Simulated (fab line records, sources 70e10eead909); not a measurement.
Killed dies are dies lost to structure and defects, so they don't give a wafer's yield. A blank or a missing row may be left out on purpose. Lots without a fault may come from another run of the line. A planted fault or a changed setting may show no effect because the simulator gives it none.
One fault seen from 2 desks | flow nand_harc | each desk has only its own numbers; what lay behind them comes last

THE DEFECT DESK
What the inspections along the route counted, lot by lot: means of the sampled wafers that have a number. A lot is out of limits, marked OUT, if its mean lies more than 4 standard deviations from the usual mean; the brackets give that distance.
Columns: A = raw_defect_count at NHARC_A_START_INSPECT_01, usual 3.4
lot  | first seen here | A
L282 | day 6 21:53     | 2.7
L283 | day 7 03:22     | 2.0
L286 | day 7 11:43     | 4.3
L285 | day 7 18:04     | 3.3
L289 | day 8 04:31     | 2.7
L291 | day 8 13:35     | 2.7
L292 | day 8 15:05     | 2.3
L290 | day 8 16:11     | 1.7
L293 | day 9 20:08     | 3.3
L295 | day 9 21:01     | 1.7
L294 | day 9 21:49     | 3.0
L297 | day 10 12:44    | 4.7
L301 | day 11 07:53    | 4.7
L303 | day 11 15:43    | 3.0
This desk's finding: nothing out of limits on any of the 14 lots.

THE METROLOGY DESK
What the gauges read, lot by lot, whatever tool the lot ran on: means of the sampled wafers that have a number. A lot is out of limits, marked OUT, if its mean lies more than 4 standard deviations from the usual mean; the brackets give that distance.
Columns: A = cd_nm at NHARC_A_ZERO_WELL_CD_MEAS_10, usual 1999.5 nm; B = thk_nm at NHARC_A_ONON_D1_THK_MEAS_05, usual 1003 nm; C = thk_nm at NHARC_A_ONON_D1_THK_MEAS_21, usual 1000 nm
lot  | first seen here | A      | B    | C
L282 | day 6 22:45     | 1998.3 | 1005 | 991
L283 | day 7 04:12     | 1995.9 | 980  | 998
L286 | day 7 12:26     | 2000.7 | 1018 | 997
L285 | day 7 18:54     | 2001.8 | 1020 | 998
L289 | day 8 05:21     | 1999.0 | 1001 | 1010
L291 | day 8 14:25     | 1998.8 | 993  | 1004
L292 | day 8 15:57     | 1998.5 | 1016 | 1006
L290 | day 8 17:02     | 1999.6 | 993  | 1009
L293 | day 9 20:55     | 1998.5 | 995  | 1004
L295 | day 9 21:52     | 1997.7 | 1006 | 995
L294 | day 9 22:39     | 1999.1 | 1011 | 1004
L297 | day 10 13:35    | 1998.4 | 1010 | 1004
L301 | day 11 08:44    | 1997.9 | 1005 | 838 (-21) OUT
L303 | day 11 16:28    | 2002.4 | 1002 | 844 (-20) OUT
This desk's finding: out of limits on L301, L303; first on L301, day 12 18:53 (thk_nm at NHARC_A_ONON_D1_THK_MEAS_21). In limits: L282, L283, L286, L285, L289, L291, L292, L290, L293, L295, L294, L297.

PUT TOGETHER
The metrology desk could have raised an alarm at day 12 18:53, on L301, L303.
The defect desk saw nothing out of limits.
The defect desk has L301, L303 on record, within its limits.
Of the lots named, all ran NHARC_A_ONON_D1_DEP_19 on pecvd_onon-04.

WHAT THE SIMULATOR HAD PUT IN
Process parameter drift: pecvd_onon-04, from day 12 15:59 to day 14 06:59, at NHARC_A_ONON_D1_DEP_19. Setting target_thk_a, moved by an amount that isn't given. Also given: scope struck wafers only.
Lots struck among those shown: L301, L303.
Hours from the fault's start to each desk's first reading out of limits: the metrology desk, 3.
